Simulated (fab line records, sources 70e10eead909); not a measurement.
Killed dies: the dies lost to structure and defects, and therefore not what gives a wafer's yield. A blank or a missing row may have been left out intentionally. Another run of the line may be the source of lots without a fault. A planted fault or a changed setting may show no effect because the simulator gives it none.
Matching of chambers -- flow nandHarc -- 4 sister chambers for NHARC_P_BONDPAD_CMP_19 on cmp-04
The step polishes, t overpolish 30 s, cu recess touch 16 s, target thk 160.81 nm. 16 wafers are shown with their chamber, then 8 later ones without.

## WAFERS, EACH WITH ITS CHAMBER
wafer,chamber,motorCurrentA (A),overpolishRunS (s)
L103.2,1,13.6,29.996
L103.3,3,10.8,29.990
L103.6,2,14.9,30.003
L104.1,3,11.3,29.995
L104.4,0,12.3,30.010
L104.5,0,11.7,29.990
L109.1,1,13.8,29.998
L109.5,3,11.3,30.008
L109.6,2,13.9,29.992
L114.1,2,13.8,29.987
L114.3,3,10.5,30.002
L114.4,1,13.8,29.994
L122.1,3,11.7,29.988
L122.2,1,13.3,30.013
L122.6,2,13.8,30.011
L121.3,3,10.5,29.990

SIGNATURES (means of the wafers above)
reading,chamber 0,chamber 1,chamber 2,chamber 3,scatter within a chamber
motorCurrentA,12.000,13.625,14.100,11.017,0.449
overpolishRunS,30.00000,30.00025,29.99825,29.99550,0.00954
Rule: a wafer lies at a distance from a chamber equal to the root of the sum of squares, over the readings, of (its reading less the chamber's mean, divided by the reading's scatter). If the next closest chamber is less than 2 further off than the closest, the wafer can't be placed; otherwise it belongs to the closest. The scatter: take each reading less its chamber's mean, square it, sum over the shown wafers, divide by the number of wafers less the number of chambers, and take the root.

## WAFERS WITH NO CHAMBER GIVEN
wafer,motorCurrentA (A),overpolishRunS (s)
L121.4,14.1,30.021
L121.5,13.6,30.000
L124.1,11.2,30.000
L124.3,14.0,30.015
L124.6,13.9,30.018
L125.3,12.7,29.998
L125.4,13.1,29.978
L125.6,13.6,30.004

## CHAMBER TAKEN BY EACH
wafer,from the rows above,in truth
L121.4,can't be placed: 2 or 1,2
L121.5,can't be placed: 1 or 2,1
L124.1,can't be placed: 3 or 0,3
L124.3,can't be placed: 1 or 2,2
L124.6,can't be placed: 1 or 2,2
L125.3,can't be placed: 0 or 1 or 2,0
L125.4,can't be placed: 1 or 2 or 0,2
L125.6,can't be placed: 1 or 2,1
Correct placement for 0 of the 8. Not placeable from these rows: 8 (in 8, the candidates include the true chamber). Wrongly placed: 0.
